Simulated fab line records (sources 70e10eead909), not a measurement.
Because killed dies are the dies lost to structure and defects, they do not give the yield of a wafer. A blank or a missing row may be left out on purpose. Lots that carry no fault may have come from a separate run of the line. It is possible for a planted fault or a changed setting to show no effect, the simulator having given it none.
Which tool was responsible? / flow nand-harc / Sampling: 13 lots, 39 wafers, 5 of 1302 route steps

## WHAT EACH GAUGE READ, for each wafer
NHARC_THIN_TSV_CD_MEAS_12 targets a cd of 1000 nm.
lot=L900; measured=day 23 11:38; on=cd-sem-02; cd-nm (nm)=1005 998 1000
lot=L902; measured=day 24 05:31; on=cd-sem-02; cd-nm (nm)=1003 1004 1003
lot=L903; measured=day 26 06:31; on=cd-sem-02; cd-nm (nm)=999 1002 1001
lot=L905; measured=day 26 07:52; on=cd-sem-01; cd-nm (nm)=992 1001 994
lot=L904; measured=day 26 09:04; on=cd-sem-01; cd-nm (nm)=998 1001 998
lot=L906; measured=day 26 18:43; on=cd-sem-02; cd-nm (nm)=997 996 997
lot=L910; measured=day 27 16:56; on=cd-sem-03; cd-nm (nm)=1003 1002 998
lot=L917; measured=day 30 21:35; on=cd-sem-01; cd-nm (nm)=998 1003 1002
lot=L918; measured=day 30 23:14; on=cd-sem-01; cd-nm (nm)=997 1001 999
lot=L919; measured=day 31 09:04; on=cd-sem-01; cd-nm (nm)=995 994 1001
lot=L920; measured=day 31 17:22; on=cd-sem-01; cd-nm (nm)=993 1002 996
lot=L921; measured=day 32 18:23; on=cd-sem-03; cd-nm (nm)=999 997 997
lot=L922; measured=day 32 19:35; on=cd-sem-01; cd-nm (nm)=998 997 1000

NHARC_THIN_TSV_CD_MEAS_16.
lot=L900; measured=day 23 12:36; on=cd-sem-02; cd-nm (nm)=1004 997 999
lot=L902; measured=day 24 06:29; on=cd-sem-02; cd-nm (nm)=1003 1005 1001
lot=L903; measured=day 26 07:30; on=cd-sem-01; cd-nm (nm)=1000 1001 1001
lot=L905; measured=day 26 08:49; on=cd-sem-02; cd-nm (nm)=993 1000 993
lot=L904; measured=day 26 10:02; on=cd-sem-01; cd-nm (nm)=999 1000 999
lot=L906; measured=day 26 19:40; on=cd-sem-02; cd-nm (nm)=997 996 997
lot=L910; measured=day 27 17:54; on=cd-sem-01; cd-nm (nm)=1005 1001 998
lot=L917; measured=day 30 22:32; on=cd-sem-01; cd-nm (nm)=997 1004 1002
lot=L918; measured=day 31 00:11; on=cd-sem-01; cd-nm (nm)=999 1000 1000
lot=L919; measured=day 31 10:01; on=cd-sem-02; cd-nm (nm)=996 994 1000
lot=L920; measured=day 31 18:19; on=cd-sem-02; cd-nm (nm)=993 1002 994
lot=L921; measured=day 32 19:20; on=cd-sem-01; cd-nm (nm)=999 998 995
lot=L922; measured=day 32 20:33; on=cd-sem-02; cd-nm (nm)=998 996 999

NHARC_END_SORT_01.
lot=L906; measured=day 28 00:06; on=prober-01; killed-at-array=78 128 127; killed-at-other=0 1 0; killed-at-periphery=4 2 2; killed-dies=82 131 129; killed-open=6 2 3; killed-short=2 2 6

## WHAT TOOL EACH LOT RAN ON (gives the tool, then ch and the chambers of the sampled wafers, and finally the start)
lot=L900; NHARC_A_WL_FILL_CVD_20=cvd-w-02 ch 0,1, day 20 16:13; NHARC_THIN_TSV_ETCH_15=rie-si-04 ch 1,2, day 23 12:28
lot=L902; NHARC_A_WL_FILL_CVD_20=cvd-w-01 ch 1, day 21 09:44; NHARC_THIN_TSV_ETCH_15=rie-si-04 ch 1,2, day 24 06:20
lot=L903; NHARC_A_WL_FILL_CVD_20=cvd-w-02 ch 0,1, day 22 15:26; NHARC_THIN_TSV_ETCH_15=rie-si-05 ch 1,2, day 26 07:20
lot=L905; NHARC_A_WL_FILL_CVD_20=cvd-w-01 ch 0,1, day 22 15:29; NHARC_THIN_TSV_ETCH_15=rie-si-04 ch 0,1, day 26 08:40
lot=L904; NHARC_A_WL_FILL_CVD_20=cvd-w-01 ch 0,1, day 23 00:25; NHARC_THIN_TSV_ETCH_15=rie-si-05 ch 1,2, day 26 09:52
lot=L906; NHARC_A_WL_FILL_CVD_20=cvd-w-02 ch 0,1, day 24 01:42; NHARC_THIN_TSV_ETCH_15=rie-si-04 ch 0,1, day 26 19:32
lot=L910; NHARC_A_WL_FILL_CVD_20=cvd-w-01 ch 0, day 25 03:24; NHARC_THIN_TSV_ETCH_15=rie-si-04 ch 1,2,3, day 27 17:45
lot=L917; NHARC_A_WL_FILL_CVD_20=cvd-w-02 ch 0,1, day 27 20:01; NHARC_THIN_TSV_ETCH_15=rie-si-02 ch 0,2, day 30 22:24
lot=L918; NHARC_A_WL_FILL_CVD_20=cvd-w-01 ch 0,1, day 28 06:53; NHARC_THIN_TSV_ETCH_15=rie-si-05 ch 0,1,3, day 31 00:05
lot=L919; NHARC_A_WL_FILL_CVD_20=cvd-w-01 ch 0,1, day 28 19:03; NHARC_THIN_TSV_ETCH_15=rie-si-02 ch 1,2, day 31 09:52
lot=L920; NHARC_A_WL_FILL_CVD_20=cvd-w-01 ch 0,1, day 29 06:53; NHARC_THIN_TSV_ETCH_15=rie-si-02 ch 1,2,3, day 31 18:11
lot=L921; NHARC_A_WL_FILL_CVD_20=cvd-w-02 ch 0,1, day 30 03:21; NHARC_THIN_TSV_ETCH_15=rie-si-05 ch 0,1,3, day 32 19:13
lot=L922; NHARC_A_WL_FILL_CVD_20=cvd-w-02 ch 0,1, day 30 03:32; NHARC_THIN_TSV_ETCH_15=rie-si-02 ch 0,1, day 32 20:24
- NHARC_A_WL_FILL_CVD_20: deposits W, target thk 100 nm, time 74 s.
- NHARC_THIN_TSV_ETCH_15: target depth 3000 nm, bosch target overetch cycles 2, bosch etch step 2.8 s.

## AS READ BY THE TOOLS THEMSELVES (means over the sampled wafers that have a number; for cases with no such wafer, the mark the record gives instead)
NHARC_A_WL_FILL_CVD_20.
lot=L900; tool=cvd-w-02; heater-power-w (W)=803; throttle-valve-pct (%)=7.8
lot=L902; tool=cvd-w-01; heater-power-w (W)=842; throttle-valve-pct (%)=7.8
lot=L903; tool=cvd-w-02; heater-power-w (W)=817; throttle-valve-pct (%)=7.5
lot=L905; tool=cvd-w-01; heater-power-w (W)=833; throttle-valve-pct (%)=8.1
lot=L904; tool=cvd-w-01; heater-power-w (W)=834; throttle-valve-pct (%)=8.0
lot=L906; tool=cvd-w-02; heater-power-w (W)=820; throttle-valve-pct (%)=7.8
lot=L910; tool=cvd-w-01; heater-power-w (W)=872; throttle-valve-pct (%)=8.2
lot=L917; tool=cvd-w-02; heater-power-w (W)=808; throttle-valve-pct (%)=7.6
lot=L918; tool=cvd-w-01; heater-power-w (W)=850; throttle-valve-pct (%)=7.9
lot=L919; tool=cvd-w-01; heater-power-w (W)=845; throttle-valve-pct (%)=8.0
lot=L920; tool=cvd-w-01; heater-power-w (W)=849; throttle-valve-pct (%)=8.3
lot=L921; tool=cvd-w-02; heater-power-w (W)=796; throttle-valve-pct (%)=7.9
lot=L922; tool=cvd-w-02; heater-power-w (W)=802; throttle-valve-pct (%)=7.6

NHARC_THIN_TSV_ETCH_15.
lot=L900; tool=rie-si-04; drypump-motor-current-A (A)=5.9
lot=L902; tool=rie-si-04; drypump-motor-current-A (A)=5.8
lot=L903; tool=rie-si-05; drypump-motor-current-A (A)=6.0
lot=L905; tool=rie-si-04; drypump-motor-current-A (A)=5.9
lot=L904; tool=rie-si-05; drypump-motor-current-A (A)=6.0
lot=L906; tool=rie-si-04; drypump-motor-current-A (A)=6.0
lot=L910; tool=rie-si-04; drypump-motor-current-A (A)=5.7
lot=L917; tool=rie-si-02; drypump-motor-current-A (A)=5.6
lot=L918; tool=rie-si-05; drypump-motor-current-A (A)=5.4
lot=L919; tool=rie-si-02; drypump-motor-current-A (A)=5.6
lot=L920; tool=rie-si-02; drypump-motor-current-A (A)=5.5
lot=L921; tool=rie-si-05; drypump-motor-current-A (A)=5.4
lot=L922; tool=rie-si-02; drypump-motor-current-A (A)=5.3

## THE ANSWER, worked out from the rows above alone
Rule: the lots themselves supply what counts as usual. The widest of any qualifying gaps counts: lots, ordered by their means at a reading, are off when they make up no more than a third of the lots, leave a main group of 4 or more, and stand apart from it by 3 or more times the standard deviation of that group's means. Not used: any main group whose means are identical at the precision the tables above print for the reading. A lot without any number at a reading at which 4 lots or more have one is off too. The other lots that the step has rows for count as sound. After the gauges, taken in route order, come the tools' own readings; for these a lot's mean is taken, as printed above. The first step at which some lot is off is used, and at that step the reading that is off furthest; a lot without a number counts as furthest.
None of the lots is off at any reading shown; this tells nothing.

## WHAT THE SIMULATOR HAD PUT IN
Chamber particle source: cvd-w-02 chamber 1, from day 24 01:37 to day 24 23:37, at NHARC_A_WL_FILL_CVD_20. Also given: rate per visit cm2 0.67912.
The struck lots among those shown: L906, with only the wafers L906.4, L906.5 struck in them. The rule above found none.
